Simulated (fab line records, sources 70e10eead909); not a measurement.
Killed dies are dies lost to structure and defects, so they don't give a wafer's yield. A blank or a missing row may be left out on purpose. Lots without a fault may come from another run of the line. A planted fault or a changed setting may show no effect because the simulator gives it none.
A struck lot beside a sound one | flow nand_harc | 14 steps out of a route of 1302
Sound: wafers L820.1, L820.3, L820.4. Struck: wafers L823.1, L823.3, L823.4. The cause comes at the end.
At each step with rows: each side's tool, then ch and its chambers, then its first start. Under that, the readings that differ: sound wafers | struck wafers | difference of the means | sigmas: that difference in standard deviations of wafers without a fault.
alike: readings whose means differ by less than 2 such deviations, and words and numbers that are the same on both sides. not compared: withheld readings, readings that some wafer has no value for, bounds like >300 that may hide the same value, and numbers for which the record gives no deviation and whose values overlap.
The two part at a step that has a row with sigmas, a row that says differs or no value, or rows on one side only. Numbers that don't overlap but have no deviation are shown without sigmas and don't part them. A reading that every wafer of one side lacks parts them only if that side has two wafers or more.

first, 2 steps without rows for these wafers: NHARC_A_SOURCE_PLATE_SRD_01; NHARC_A_SOURCE_PLATE_OXIDE_02 (material SiO2, target thk 10 nm, ox time 1362 s).
NHARC_A_SOURCE_PLATE_THK_MEAS_09: measures by ellipsometry.
  sound on film_metro-02, day 11 01:01; struck on film_metro-01, day 12 04:01
  reading     | sound         | struck      | difference | sigmas
  thk_nm (nm) | 9.9 10.9 11.8 | 8.0 8.4 9.3 | -2.3       | -2
then, 3 steps without rows for these wafers: NHARC_A_SOURCE_PLATE_PVD_04 (deposits WSi2, target thk 50 nm); NHARC_A_SOURCE_PLATE_CVD_03 (deposits poly-Si, target thk 200 nm, time 4000 s); NHARC_A_SOURCE_PLATE_ANNEAL_05 (time 1800 s).
NHARC_A_SOURCE_PLATE_THK_MEAS_06: measures by ellipsometry.
  sound on film_metro-02, day 11 14:33; struck on film_metro-01, day 12 16:55
  alike: thk_nm
NHARC_A_SOURCE_PLATE_INSPECT_08:
  sound on defect_inspect-02, day 11 14:37; struck on defect_inspect-01, day 12 17:02
  alike: raw_defect_count
then, 1 step without rows for these wafers: NHARC_A_ONON_D1_DEP_00 (target thk 1000 nm).
NHARC_A_ONON_D1_THK_MEAS_02: measures by ellipsometry.
  sound on film_metro-02, day 11 15:11; struck on film_metro-01, day 12 17:52
  alike: thk_nm
NHARC_A_ONON_D1_DEP_03: target thk 1000 nm.
  sound on pecvd_onon-04 ch 0, day 11 15:15; struck on pecvd_onon-04 ch 0, day 12 17:55
NHARC_A_ONON_D1_THK_MEAS_05: measures by ellipsometry.
  sound on film_metro-02, day 11 15:46; struck on film_metro-01, day 12 18:26
  reading     | sound       | struck         | difference | sigmas
  thk_nm (nm) | 993 991 994 | 1253 1251 1255 | +260       | +26
then, 1 step without rows for these wafers: NHARC_A_ONON_D1_DEP_06 (target thk 1000 nm).
-- the record jumps here: 17 days lie between the struck wafers' starts before and after (it left off in module A_ONON_D1 and takes up again in module END, whose first step shown is number 1302 of the route) --
NHARC_END_SORT_01:
  the record has rows for the struck wafers here (prober-01 ch 0, day 29 18:29) and none for the sound ones

WHERE THEY PART
First at NHARC_A_SOURCE_PLATE_THK_MEAS_09; last, within this record, at NHARC_END_SORT_01.

WHY: what the simulator had put in
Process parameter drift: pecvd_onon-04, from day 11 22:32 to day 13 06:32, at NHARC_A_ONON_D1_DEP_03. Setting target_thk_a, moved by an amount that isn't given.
